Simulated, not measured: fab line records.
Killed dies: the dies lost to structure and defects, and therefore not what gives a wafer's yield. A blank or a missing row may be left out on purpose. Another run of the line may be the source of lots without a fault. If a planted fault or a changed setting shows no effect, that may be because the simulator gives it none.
Commonality check across tools -- flow nandHarc -- 11 lots, 33 wafers sampled

== WHY THIS WAS OPENED ==
Flagged at NHARC_A_BONDPAD_CD_MEAS_09: reading cdNm, on 3 of 11 lots. No-fault wafers: 499.7 nm, standard deviation 2.
Rule: a lot is flagged when every wafer of it that has a number lies more than 4 standard deviations from that mean, or none has a number. All remaining lots are regarded as sound.

lot,measured,on,"cdNm (nm), wafer by wafer",flag
L208,day 18 05:02,cdSem-02,498.2 497.3 499.8,
L213,day 18 14:28,cdSem-02,500.1 501.0 499.8,
L215,day 19 18:01,cdSem-02,501.6 501.9 502.5,
L214,day 19 18:46,cdSem-01,496.4 497.7 498.9,
L216,day 20 18:09,cdSem-01,500.0 503.1 500.8,
L217,day 21 04:32,cdSem-01,499.4 498.1 500.8,
L221,day 21 07:14,cdSem-01,497.0 499.5 496.9,
L220,day 22 00:57,cdSem-03,500.5 499.6 499.0,
L222,day 22 01:44,cdSem-02,516.6 516.3 512.0,FLAGGED
L227,day 22 19:43,cdSem-01,512.4 511.5 513.7,FLAGGED
L229,day 23 11:55,cdSem-01,513.3 510.5 513.6,FLAGGED
The mean of the flagged lots' numbers is 513.3 nm, +13.6 nm from the usual (+7 standard deviations).

== TOOL THAT RAN EACH LOT ==
Before the reading, the record contains 4 process steps out of a 1159-step route. Cell contents, in order: the tool; ch with the chambers the sampled wafers went through; the start.
lot,flag,NHARC_A_M1_DESCUM_14,NHARC_A_M1_ETCH_35,NHARC_A_M1_PRE_CLEAN_30,NHARC_A_BONDPAD_EXPOSE_06
L208,,"rieDiel-11 ch 1,3, day 18 00:26","rieDiel-11 ch 0,1,2, day 18 00:32","pvdSputter-02, day 18 04:53 or earlier","krfScanner-04 ch 0, day 18 04:53"
L213,,"rieDiel-05 ch 0,1, day 18 10:01","rieDiel-05 ch 1,3, day 18 10:07","pvdSputter-01, day 18 14:18 or earlier","krfScanner-02 ch 0, day 18 14:18"
L215,,"rieDiel-07 ch 0,1,2, day 19 13:30","rieDiel-07 ch 1,2,3, day 19 13:35","pvdSputter-03, day 19 17:51 or earlier","krfScanner-02 ch 0, day 19 17:51"
L214,,"rieDiel-07 ch 0,1,3, day 19 14:20","rieDiel-07 ch 0,1,3, day 19 14:24","pvdSputter-02, day 19 18:37 or earlier","krfScanner-02 ch 0, day 19 18:37"
L216,,"rieDiel-05 ch 0,1,2, day 20 13:36","rieDiel-05 ch 0,1,3, day 20 13:41","pvdSputter-03, day 20 18:00 or earlier","krfScanner-03 ch 0, day 20 18:00"
L217,,"rieDiel-11 ch 0,3, day 20 23:59","rieDiel-11 ch 0,2,3, day 21 00:04","pvdSputter-03, day 21 04:23 or earlier","krfScanner-02 ch 0, day 21 04:23"
L221,,"rieDiel-07 ch 0,3, day 21 02:44","rieDiel-07 ch 0,1,3, day 21 02:49","pvdSputter-03, day 21 07:05 or earlier","krfScanner-04 ch 0, day 21 07:05"
L220,,"rieDiel-11 ch 0,1, day 21 18:44","rieDiel-11 ch 1,2,3, day 21 18:50","pvdSputter-02, day 22 00:47 or earlier","krfScanner-03 ch 0, day 22 00:47"
L222,FLAGGED,"rieDiel-11 ch 0,1,3, day 21 20:11","rieDiel-11 ch 1,3, day 21 20:17","pvdSputter-02, day 22 01:35 or earlier","krfScanner-04 ch 0, day 22 01:35"
L227,FLAGGED,"rieDiel-07 ch 1,2,3, day 22 14:26","rieDiel-07 ch 0,1,3, day 22 14:32","pvdSputter-03, day 22 19:34 or earlier","krfScanner-04 ch 0, day 22 19:34"
L229,FLAGGED,"rieDiel-05 ch 0,1,2, day 23 07:24","rieDiel-05 ch 2,3, day 23 07:29","pvdSputter-02, day 23 11:46 or earlier","krfScanner-04 ch 0, day 23 11:46"
What the steps here do:
- NHARC_A_M1_DESCUM_14: chemistry O2, time 3 s.
- NHARC_A_M1_ETCH_35: etches the open film in N2/H2, target depth 40 nm, overetch 12 nm, time 43.94 s.
- NHARC_A_M1_PRE_CLEAN_30: time 30 s.
- NHARC_A_BONDPAD_EXPOSE_06: exposes mask A BPAD.
- NHARC_A_BONDPAD_CD_MEAS_09: target cd 500 nm.

== FLAGGED AGAINST TOTAL, ONE TOOL AT A TIME (gauges that did the reading follow at the end) ==
step,tool,lots run,flagged,share of the flagged lots,sound lots run after its first flagged lot
NHARC_A_M1_DESCUM_14,rieDiel-05,3,1,some,0
NHARC_A_M1_DESCUM_14,rieDiel-07,4,1,some,0
NHARC_A_M1_DESCUM_14,rieDiel-11,4,1,some,0
NHARC_A_M1_ETCH_35,rieDiel-05,3,1,some,0
NHARC_A_M1_ETCH_35,rieDiel-07,4,1,some,0
NHARC_A_M1_ETCH_35,rieDiel-11,4,1,some,0
NHARC_A_M1_PRE_CLEAN_30,pvdSputter-01,1,0,none,-
NHARC_A_M1_PRE_CLEAN_30,pvdSputter-02,5,2,some,0
NHARC_A_M1_PRE_CLEAN_30,pvdSputter-03,5,1,some,0
NHARC_A_BONDPAD_EXPOSE_06,krfScanner-02,4,0,none,-
NHARC_A_BONDPAD_EXPOSE_06,krfScanner-03,2,0,none,-
NHARC_A_BONDPAD_EXPOSE_06,krfScanner-04,5,3,all,0
NHARC_A_BONDPAD_CD_MEAS_09,cdSem-01,6,2,some,0
NHARC_A_BONDPAD_CD_MEAS_09,cdSem-02,4,1,some,0
NHARC_A_BONDPAD_CD_MEAS_09,cdSem-03,1,0,none,-
NHARC_A_M1_PRE_CLEAN_30 gives no start for some lots, so the hours and the order of its lots are those of NHARC_A_BONDPAD_EXPOSE_06.

== WHAT IS ALLOWED BY THE TABLE ==
All flagged lots share 1 row of the table, namely krfScanner-04 at NHARC_A_BONDPAD_EXPOSE_06.
- krfScanner-04 at NHARC_A_BONDPAD_EXPOSE_06 ran 5 lots, 3 of them flagged. Its last sound lot is L221 (day 21 07:05), its first flagged lot L222 (day 22 01:35): a fault that began between those two fits. Its own readings (exposureDoseMJCm2) fall more than 4 standard deviations out on all wafers of the flagged lots.
krfScanner-04 at NHARC_A_BONDPAD_EXPOSE_06 is the single tool remaining.

== WHAT THE SIMULATOR PUT IN ==
Drift in process parameters on krfScanner-04 at NHARC_A_BONDPAD_EXPOSE_06, starting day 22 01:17. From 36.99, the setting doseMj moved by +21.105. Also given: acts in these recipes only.
Struck lots among those shown: L222, L227, L229. The rule above found the same.
